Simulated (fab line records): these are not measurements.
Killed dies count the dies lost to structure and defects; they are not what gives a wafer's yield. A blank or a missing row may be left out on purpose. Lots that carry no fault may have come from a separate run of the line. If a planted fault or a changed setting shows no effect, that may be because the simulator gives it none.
fab line records | flow nandHarc
record: lots: 7 | wafers: 21 | lastDay: 25
route steps=1159 shown P_M0@266
lots that met no fault: taken from a fault-free run of the same line
startH: hours from the record's first day to the start of the lot's first wafer shown | waitH: hours from the lot's prior step to this one | " unchanged from the row above | L1.1+2: one row covering several wafers at once | - no value, or no start given | * or withheld: withheld | < > ~ a bound
route shown NAME@n: a module of which the file shows steps, and the number in the route of the first | usual: mean and standard deviation over wafers with no fault | same: alike in all rows | chamber/n: place in a boat | sites: the reading at each site | _std_site: standard deviation of those values | _edge_site: inner sites' mean taken away from outer sites' mean | radiusMm: how far each site lies from the wafer's centre | mask NAME#n: copy n | behind: tool/chamber where the wafer was last shaped | hold: the reason the lot was held/the length of the hold in hours/how it ended | device: names the non-switching transistor (n, p or np) | end of line: the same wafers' tests at the end of the route | a step with no rows: only its recipe | killed: dies lost to structure and defects at the first sort, not the wafer's yield | map: dies across one wafer; x = killed, . = not, _ = none there
set.NAME: the setting the step ran with; set.NAME@STEP: the setting that earlier step ran with | model.NAME: the simulator's own value behind a step, which no gauge read
lots at some steps of the route; a table a step, a row a wafer
services: a tool's chamber out of use, with start hour (startH, from the record's first day; less than 0 if before it), hours out, and reason
== steps ==
step: NHARC_P_M0_DESCUM_14
recipe: timeS: 3 | o2FlowSccm: 200 | arFlowSccm: 0 | biasPowerW: 0 | chemistry: O2
step: NHARC_P_M0_ETCH_34
recipe: targetDepthA: 400 | overetchA: 120 | timeS: 43.94 | ionEnergyEv: 200 | n2FlowSccm: 150 | h2FlowSccm: 150 | arFlowSccm: 0 | rfW: 400 | biasW: 150 | chemistry: N2/H2
step: NHARC_P_M0_ETCH_15
recipe: targetDepthA: 1500 | overetchA: 150 | timeS: 82.5 | c4f8FlowSccm: withheld | arFlowSccm: 400 | rfW: 600 | biasW: 300 | chemistry: C4F8/Ar
step: NHARC_P_M0_CD_MEAS_16
usual: cdNm: 89.7/0.82
lot.wafer | tool     | chamber | startH | waitH | cdNm
L248.2    | cdSem-01 | -       | 124.70 | -     | 89.6
L248.4    | "        | -       | "      | "     | 89.7
L248.6    | "        | -       | "      | "     | 88.3
L252.3    | cdSem-03 | -       | 163.49 | -     | 90.5
L252.4    | "        | -       | "      | "     | 90.1
L252.5    | "        | -       | "      | "     | 90.5
L262.1    | cdSem-03 | -       | 207.73 | -     | 89.7
L262.3    | "        | -       | "      | "     | 89.1
L262.6    | "        | -       | "      | "     | 88.7
L263.1    | cdSem-01 | -       | 214.71 | -     | 87.9
L263.3    | "        | -       | "      | "     | 89.1
L263.6    | "        | -       | "      | "     | 89.9
L264.2    | cdSem-03 | -       | 216.98 | -     | 90.6
L264.3    | "        | -       | "      | "     | 90.1
L264.6    | "        | -       | "      | "     | 91.0
L265.2    | cdSem-01 | -       | 226.04 | -     | 90.5
L265.4    | "        | -       | "      | "     | 88.4
L265.6    | "        | -       | "      | "     | 90.5
L270.1    | cdSem-03 | -       | 257.88 | -     | 90.6
L270.3    | "        | -       | "      | "     | 88.9
L270.5    | "        | -       | "      | "     | 89.2
step: NHARC_P_M0_STRIP_18
recipe: powerW: 1000 | n2FlowSccm: 150 | h2FlowSccm: 150 | arFlowSccm: 0 | biasW: 0 | chemistry: N2/H2
usual: drypumpMotorCurrentA: 6.0/0.43 | oesProductAu: 1.001/0.0087 | rfVppV: 90.8/1 | showerheadPlenumPTorr: 2.06/0.093 | throttleValvePct: 14.170/0.0084
same: biasW: 0
lot.wafer | tool       | chamber | startH | waitH | drypumpMotorCurrentA | oesProductAu | rfHoursCounterH | rfVppV | showerheadPlenumPTorr | throttleValvePct
L248.2    | rieDiel-05 | 3       | 124.77 | 0.1   | 6.1                  | 1.004        | 9               | 90.4   | 2.05                  | 14.178
L248.4    | "          | 3       | "      | "     | 6.1                  | 1.011        | -               | 89.9   | 2.05                  | 14.147
L248.6    | "          | 1       | "      | "     | 5.5                  | 0.999        | -               | 91.6   | 2.14                  | 14.160
L252.3    | rieDiel-07 | 2       | 163.60 | 0.1   | 6.4                  | 1.000        | 8               | 90.7   | 1.91                  | 14.165
L252.5    | "          | 0       | "      | "     | 6.2                  | 1.014        | -               | 90.7   | 2.13                  | 14.176
L252.4    | "          | 2       | "      | "     | 6.5                  | 1.009        | -               | 90.0   | 1.91                  | 14.182
L262.3    | rieDiel-07 | 2       | 207.80 | 0.1   | 6.5                  | 1.013        | 11              | 90.3   | 1.90                  | 14.157
L262.1    | "          | 3       | "      | "     | 6.5                  | 0.990        | 12              | 90.7   | 2.06                  | 14.166
L262.6    | "          | 3       | "      | "     | 6.5                  | 0.999        | -               | 90.7   | 2.06                  | 14.182
L263.3    | rieDiel-05 | 3       | 214.82 | 0.1   | 6.2                  | 1.011        | 2               | 90.6   | 2.05                  | 14.174
L263.1    | "          | 0       | "      | "     | 5.4                  | 1.010        | 2               | 89.9   | 2.08                  | 14.187
L263.6    | "          | 3       | "      | "     | 6.1                  | 1.026        | -               | 91.3   | 2.05                  | 14.166
L264.3    | rieDiel-06 | 1       | 217.08 | 0.1   | 5.9                  | 0.998        | 12              | 91.2   | 1.92                  | 14.159
L264.2    | "          | 3       | "      | "     | 5.6                  | 0.993        | 13              | 90.3   | 2.15                  | 14.180
L264.6    | "          | 1       | "      | "     | 5.9                  | 1.000        | -               | 90.0   | 1.92                  | 14.172
L265.4    | rieDiel-07 | 3       | 226.11 | 0.1   | 6.5                  | 0.993        | 14              | 89.9   | 2.06                  | 14.176
L265.2    | "          | 1       | "      | "     | 5.5                  | 1.011        | 13              | 92.0   | 2.18                  | 14.165
L265.6    | "          | 3       | "      | "     | 6.5                  | 0.988        | -               | 90.0   | 2.06                  | 14.154
L270.1    | rieDiel-06 | 3       | 258.01 | 0.1   | 5.7                  | 1.004        | 0               | 91.4   | 2.15                  | 14.185
L270.3    | "          | 0       | "      | "     | 6.5                  | 0.991        | 0               | 91.4   | 2.09                  | 14.172
L270.5    | "          | 1       | "      | "     | 5.9                  | 1.005        | -               | 90.9   | 1.92                  | 14.156
step: NHARC_P_M0_STRIP_19
recipe: timeS: 600 | tempC: 30 | chemistry: postEtchResidueRemover
step: NHARC_P_M0_DEGAS_28
recipe: tempC: 250 | timeS: 60
usual: heaterPowerW: 337/38
lot.wafer | tool          | chamber | startH | waitH | heaterPowerW
L248.2    | pvdSputter-03 | -       | 125.37 | -     | 336
L248.4    | "             | -       | "      | "     | 314
L248.6    | "             | -       | "      | "     | 291
L252.4    | pvdSputter-02 | -       | 164.16 | -     | 447
L252.3    | "             | -       | "      | "     | 351
L252.5    | "             | -       | "      | "     | 431
L262.1    | pvdSputter-03 | -       | 208.34 | -     | 308
L262.3    | "             | -       | "      | "     | 336
L262.6    | "             | -       | "      | "     | 311
L263.1    | pvdSputter-03 | -       | 215.39 | -     | 334
L263.3    | "             | -       | "      | "     | 291
L263.6    | "             | -       | "      | "     | 334
L264.2    | pvdSputter-03 | -       | 217.60 | -     | 340
L264.3    | "             | -       | "      | "     | 304
L264.6    | "             | -       | "      | "     | 337
L265.4    | pvdSputter-02 | -       | 226.67 | -     | 341
L265.2    | "             | -       | "      | "     | 310
L265.6    | "             | -       | "      | "     | 420
L270.1    | pvdSputter-01 | -       | 258.51 | -     | 342
L270.3    | "             | -       | "      | "     | 337
L270.5    | "             | -       | "      | "     | 355
step: NHARC_P_M0_PRE_CLEAN_29
recipe: timeS: 30 | tempC: 280 | gas: H2/He
usual: heaterPowerW: 410/44
lot.wafer | tool          | chamber | startH | waitH | heaterPowerW
L248.2    | pvdSputter-03 | -       | -      | -     | 387
L248.4    | "             | -       | "      | "     | 372
L248.6    | "             | -       | "      | "     | 414
L252.3    | pvdSputter-02 | -       | -      | -     | 403
L252.4    | "             | -       | "      | "     | 539
L252.5    | "             | -       | "      | "     | 397
L262.1    | pvdSputter-03 | -       | -      | -     | 428
L262.3    | "             | -       | "      | "     | 393
L262.6    | "             | -       | "      | "     | 375
L263.3    | pvdSputter-03 | -       | -      | -     | 355
L263.1    | "             | -       | "      | "     | 381
L263.6    | "             | -       | "      | "     | 415
L264.2    | pvdSputter-03 | -       | -      | -     | 360
L264.3    | "             | -       | "      | "     | 379
L264.6    | "             | -       | "      | "     | 359
L265.4    | pvdSputter-02 | -       | -      | -     | 388
L265.2    | "             | -       | "      | "     | 421
L265.6    | "             | -       | "      | "     | 429
L270.3    | pvdSputter-01 | -       | -      | -     | 411
L270.1    | "             | -       | "      | "     | 423
L270.5    | "             | -       | "      | "     | 418
step: NHARC_P_M0_PVD_20
recipe: targetThkA: 50 | biasV: 168.6 | powerW: 15000 | chamberPressurePa: 0.12 | timeS: 8.06 | substrateTempC: 50 | material: TaN
step: NHARC_P_M0_PVD_21
recipe: targetThkA: 300 | chamberPressurePa: 5 | powerW: 5000 | substrateTempC: 30 | timeS: 20.49 | material: Cu
usual: throttleValvePct: 30.6/1.2
lot.wafer | tool          | chamber | startH | waitH | throttleValvePct
L248.4    | pvdSputter-03 | -       | -      | -     | 32.8
L248.2    | "             | -       | "      | "     | 30.0
L248.6    | "             | -       | "      | "     | 30.9
L252.3    | pvdSputter-02 | -       | -      | -     | 31.6
L252.4    | "             | -       | "      | "     | 29.8
L252.5    | "             | -       | "      | "     | 30.0
L262.1    | pvdSputter-03 | -       | -      | -     | 32.7
L262.3    | "             | -       | "      | "     | 30.0
L262.6    | "             | -       | "      | "     | 33.1
L263.1    | pvdSputter-03 | -       | -      | -     | 29.7
L263.3    | "             | -       | "      | "     | 30.7
L263.6    | "             | -       | "      | "     | 30.4
L264.3    | pvdSputter-03 | -       | -      | -     | 30.4
L264.2    | "             | -       | "      | "     | 30.3
L264.6    | "             | -       | "      | "     | 30.6
L265.4    | pvdSputter-02 | -       | -      | -     | 31.2
L265.2    | "             | -       | "      | "     | 30.1
L265.6    | "             | -       | "      | "     | 30.9
L270.1    | pvdSputter-01 | -       | -      | -     | 31.3
L270.3    | "             | -       | "      | "     | 31.3
L270.5    | "             | -       | "      | "     | 31.4
step: NHARC_P_M0_ECD_22
recipe: targetThkA: 4000 | bathTempC: 25 | material: Cu
step: NHARC_P_M0_ANNEAL_30
recipe: tempC: 225 | timeS: 90
usual: wafer_temp_C_max: 226.4/0.49
lot.wafer | tool         | chamber | startH | waitH | wafer_temp_C_max
L248.2    | rtpAnneal-02 | 0       | 126.16 | -     | 226.0
L248.4    | "            | 0       | "      | "     | 225.9
L248.6    | "            | 0       | "      | "     | 226.4
L252.3    | rtpAnneal-02 | 0       | 165.12 | -     | 226.4
L252.4    | "            | 0       | "      | "     | 226.0
L252.5    | "            | 0       | "      | "     | 225.7
L262.1    | rtpAnneal-02 | 0       | 209.09 | -     | 226.1
L262.3    | "            | 0       | "      | "     | 226.2
L262.6    | "            | 0       | "      | "     | 225.9
L263.1    | rtpAnneal-02 | 0       | 216.12 | -     | 225.5
L263.3    | "            | 0       | "      | "     | 225.7
L263.6    | "            | 0       | "      | "     | 226.1
L264.2    | rtpAnneal-01 | 0       | 218.40 | -     | 227.0
L264.3    | "            | 0       | "      | "     | 226.7
L264.6    | "            | 0       | "      | "     | 227.3
L265.2    | rtpAnneal-01 | 0       | 227.46 | 0.4   | 227.2
L265.4    | "            | 0       | "      | "     | 226.9
L265.6    | "            | 0       | "      | "     | 227.1
L270.1    | rtpAnneal-01 | 0       | 259.39 | 0.5   | 226.5
L270.3    | "            | 0       | "      | "     | 227.3
L270.5    | "            | 0       | "      | "     | 226.6
step: NHARC_P_M0_CMP_23
recipe: tOverpolishS: 20 | targetThkNm: 117.53
usual: edgeZonePressureFrac: 1.000/0.0056 | motorCurrentA: 12.3/0.92 | timeToEndpointS: 28.5/2.9
lot.wafer | tool   | chamber | startH | waitH | edgeZonePressureFrac | motorCurrentA | timeToEndpointS
L248.2    | cmp-03 | 1       | 126.45 | -     | 0.993                | 11.5          | 28.7
L248.4    | "      | 3       | "      | "     | 1.002                | 14.2          | 28.0
L248.6    | "      | 2       | "      | "     | 0.999                | 11.9          | 32.8
L252.3    | cmp-04 | 3       | 165.39 | -     | 1.008                | 12.3          | 24.5
L252.4    | "      | 0       | "      | "     | 1.006                | 10.8          | 26.2
L252.5    | "      | 3       | "      | "     | 1.011                | 12.1          | 26.7
L262.1    | cmp-03 | 2       | 209.44 | -     | 0.998                | 12.1          | 30.1
L262.3    | "      | 1       | "      | "     | 1.005                | 12.3          | 27.8
L262.6    | "      | 2       | "      | "     | 1.005                | 12.1          | 30.6
L263.1    | cmp-03 | 3       | 216.50 | -     | -                    | -             | -
L263.3    | "      | 0       | "      | "     | -                    | -             | -
L263.6    | "      | 2       | "      | "     | -                    | -             | -
L264.2    | cmp-01 | 2       | 218.74 | -     | -                    | -             | -
L264.3    | "      | 3       | "      | "     | -                    | -             | -
L264.6    | "      | 1       | "      | "     | -                    | -             | -
L265.4    | cmp-01 | 1       | 227.78 | -     | -                    | -             | -
L265.2    | "      | 3       | "      | "     | -                    | -             | -
L265.6    | "      | 1       | "      | "     | -                    | -             | -
L270.1    | cmp-04 | 0       | 259.74 | -     | 0.998                | 10.8          | 29.5
L270.3    | "      | 3       | "      | "     | 0.989                | 12.3          | 26.5
L270.5    | "      | 1       | "      | "     | 0.996                | 11.6          | 31.3
step: NHARC_P_M0_THK_MEAS_24
recipe: thkMeasGauge: xrf
usual: thkNm: 117.7/1.6
lot.wafer | tool         | chamber | startH | waitH | hold                    | thkNm
L248.2    | filmMetro-01 | -       | 126.76 | -     | -                       | 119.0
L248.4    | "            | -       | "      | "     | -                       | 116.8
L248.6    | "            | -       | "      | "     | -                       | 119.0
L252.3    | filmMetro-02 | -       | 165.69 | -     | -                       | 115.8
L252.4    | "            | -       | "      | "     | -                       | 116.8
L252.5    | "            | -       | "      | "     | -                       | 118.5
L262.1    | filmMetro-02 | -       | 209.75 | -     | -                       | 117.3
L262.3    | "            | -       | "      | "     | -                       | 117.2
L262.6    | "            | -       | "      | "     | -                       | 118.0
L263.1    | filmMetro-02 | -       | 216.78 | 0.3   | awaitDispo/0.2h/release | 391.6
L263.3    | "            | -       | "      | "     | awaitDispo/0.2h/release | 396.6
L263.6    | "            | -       | "      | "     | awaitDispo/0.2h/release | 399.1
L263.1    | filmMetro-02 | -       | 216.95 | 0.2   | -                       | 391.7
L263.3    | "            | -       | "      | "     | -                       | 396.1
L263.6    | "            | -       | "      | "     | -                       | 399.7
L264.2    | filmMetro-01 | -       | 219.00 | 0.2   | awaitDispo/0.2h/release | 388.4
L264.3    | "            | -       | "      | "     | awaitDispo/0.2h/release | 398.9
L264.6    | "            | -       | "      | "     | awaitDispo/0.2h/release | 403.4
L264.2    | filmMetro-01 | -       | 219.17 | 0.2   | -                       | 388.4
L264.3    | "            | -       | "      | "     | -                       | 399.7
L264.6    | "            | -       | "      | "     | -                       | 400.5
L265.2    | filmMetro-02 | -       | 228.07 | 0.2   | awaitDispo/0.2h/release | 397.0
L265.4    | "            | -       | "      | "     | awaitDispo/0.2h/release | 397.3
L265.6    | "            | -       | "      | "     | awaitDispo/0.2h/release | 395.8
L265.2    | filmMetro-02 | -       | 228.24 | 0.2   | -                       | 397.2
L265.4    | "            | -       | "      | "     | -                       | 397.8
L265.6    | "            | -       | "      | "     | -                       | 394.3
L270.1    | filmMetro-01 | -       | 260.05 | -     | -                       | 116.5
L270.3    | "            | -       | "      | "     | -                       | 116.6
L270.5    | "            | -       | "      | "     | -                       | 118.8
== services ==
tool          | chamber | startH | hours | kind
pvdSputter-03 | -       | 102.09 | 10.0  | pm
cmp-04        | -       | 105.17 | 4.0   | pm
rieDiel-06    | 2       | 112.17 | 4.8   | repair
rieDiel-05    | 0       | 123.67 | 6.2   | repair
pvdSputter-02 | -       | 124.20 | 8.7   | repair
rieDiel-07    | -       | 129.04 | 0.4   | repair
rieDiel-06    | 0       | 131.18 | 1.4   | repair
rieDiel-05    | 3       | 139.54 | 5.4   | repair
cmp-03        | -       | 156.18 | 4.0   | pm
pvdSputter-01 | -       | 158.00 | 10.0  | pm
rieDiel-06    | 2       | 163.06 | 29.0  | repair
rieDiel-05    | -       | 163.65 | 9.0   | pm
rieDiel-06    | 0       | 173.29 | 8.7   | repair
cmp-01        | -       | 179.74 | 4.0   | pm
cmp-04        | -       | 182.03 | 1.3   | repair
cmp-04        | -       | 203.17 | 4.0   | pm
rieDiel-05    | 1       | 207.39 | 11.3  | repair
pvdSputter-02 | -       | 214.00 | 10.0  | pm
pvdSputter-01 | -       | 214.43 | 1.0   | repair
cmp-01        | -       | 214.67 | 1.9   | repair
pvdSputter-03 | -       | 220.80 | 4.7   | repair
rieDiel-07    | -       | 228.24 | 9.0   | pm
cmp-03        | -       | 230.20 | 1.6   | repair
cmp-03        | -       | 254.18 | 4.0   | pm
== key ==
firstSign: step: NHARC_P_M0_CMP_23 | reading: toolRecord | direction: missing
effect: step: NHARC_P_M0_THK_MEAS_24 | reading: visit | direction: added
effect: step: NHARC_P_M0_THK_MEAS_24 | reading: thkNm | direction: up | sigmas: 99+ | usual: 117.7 | struck: 396.5
metAt NHARC_P_M0_CMP_23
struckWafers L263.1,L263.3,L263.6,L264.2,L264.3,L264.6,L265.2,L265.4,L265.6
scrappedBehind NHARC_P_M0_THK_MEAS_24 L263.1,L263.3,L263.6,L264.2,L264.3,L264.6,L265.2,L265.4,L265.6
onsetBetween 209.44 216.50
fault: kind: skippedStepWhole | tool: cmp-01,cmp-03 | chamber: - | onsetH: 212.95 | steps: NHARC_P_M0_CMP_23 | scope: struckLotsOnly
